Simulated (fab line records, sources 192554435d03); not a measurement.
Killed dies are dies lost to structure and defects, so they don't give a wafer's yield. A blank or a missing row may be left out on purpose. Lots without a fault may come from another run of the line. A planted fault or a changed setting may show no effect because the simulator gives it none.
Chamber matching | flow n5_finfet | N5_BEOL_M8_CMP_52 on cmp-01: 4 sister chambers
The step polishes, stops on SiCOH lowk, t overpolish 6.9 s, target thk 80 nm. 20 wafers are shown with their chamber, then 10 later ones without.

WAFERS WITH THEIR CHAMBER
wafer  | chamber | motor_current_A (A) | slurry_flow_ml_min | time_to_endpoint_s (s)
L075.1 | 2       | 5.6                 | 148.8              | 62
L075.2 | 0       | 5.8                 | 149.8              | 65
L075.3 | 1       | 5.3                 | 150.1              | 64
L077.2 | 1       | 5.1                 | 149.6              | 63
L077.3 | 2       | 6.0                 | 150.2              | 60
L077.5 | 1       | 5.2                 | 149.1              | 66
L078.2 | 3       | 6.0                 | 150.7              | 59
L078.3 | 0       | 5.6                 | 150.1              | 62
L078.6 | 3       | 5.6                 | 151.5              | 59
L083.2 | 2       | 5.7                 | 149.8              | 68
L083.4 | 0       | 5.9                 | 150.6              | 68
L083.6 | 1       | 5.2                 | 150.0              | 67
L087.1 | 3       | 5.9                 | 150.5              | 60
L087.5 | 1       | 5.3                 | 150.3              | 69
L087.6 | 0       | 5.7                 | 150.2              | 64
L089.1 | 3       | 5.7                 | 150.7              | 67
L089.3 | 0       | 5.8                 | 149.9              | 70
L089.4 | 2       | 5.9                 | 150.3              | 66
L088.1 | 2       | 5.6                 | 150.1              | 66
L088.4 | 3       | 5.9                 | 149.9              | 60

SIGNATURES (means of the wafers above)
reading            | chamber 0 | chamber 1 | chamber 2 | chamber 3 | scatter within a chamber
motor_current_A    | 5.760     | 5.220     | 5.760     | 5.820     | 0.141
slurry_flow_ml_min | 150.120   | 149.820   | 149.840   | 150.660   | 0.506
time_to_endpoint_s | 65.80     | 65.80     | 64.40     | 61.00     | 3.09
Rule: a wafer's distance from a chamber is the root of the sum, over the readings, of the square of ((its reading less the chamber's mean) divided by the reading's scatter). The wafer belongs to the nearest chamber; if the next one is less than 2 further off, it can't be placed. The scatter: the root of (the sum of the squares of (reading less its chamber's mean) over the shown wafers, divided by (wafers less chambers)).

WAFERS WITHOUT THEIR CHAMBER
wafer  | motor_current_A (A) | slurry_flow_ml_min | time_to_endpoint_s (s)
L088.5 | 6.1                 | 151.2              | 64
L092.2 | 5.9                 | 150.6              | 67
L092.4 | 5.9                 | 150.0              | 62
L092.6 | 6.1                 | 149.3              | 67
L094.1 | 5.1                 | 150.1              | 71
L094.2 | 5.9                 | 149.4              | 71
L094.6 | 5.6                 | 148.9              | 71
L096.1 | 5.2                 | 150.0              | 68
L096.4 | 5.8                 | 150.3              | 69
L096.6 | 5.3                 | 150.0              | 68

WHICH CHAMBER EACH WENT THROUGH
wafer  | from the rows above               | in truth
L088.5 | can't be placed: 3 or 0 or 2      | 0
L092.2 | can't be placed: 0 or 2 or 3      | 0
L092.4 | can't be placed: 2 or 3 or 0      | 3
L092.6 | can't be placed: 2 or 0 or 3      | 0
L094.1 | 1                                 | 1
L094.2 | can't be placed: 0 or 2 or 3      | 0
L094.6 | can't be placed: 2 or 0 or 1 or 3 | 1
L096.1 | 1                                 | 1
L096.4 | can't be placed: 0 or 2 or 3      | 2
L096.6 | 1                                 | 1
Placed correctly: 3 of 10. Can't be placed from these rows: 7 (the true chamber is among the candidates in 7). Placed wrongly: 0.
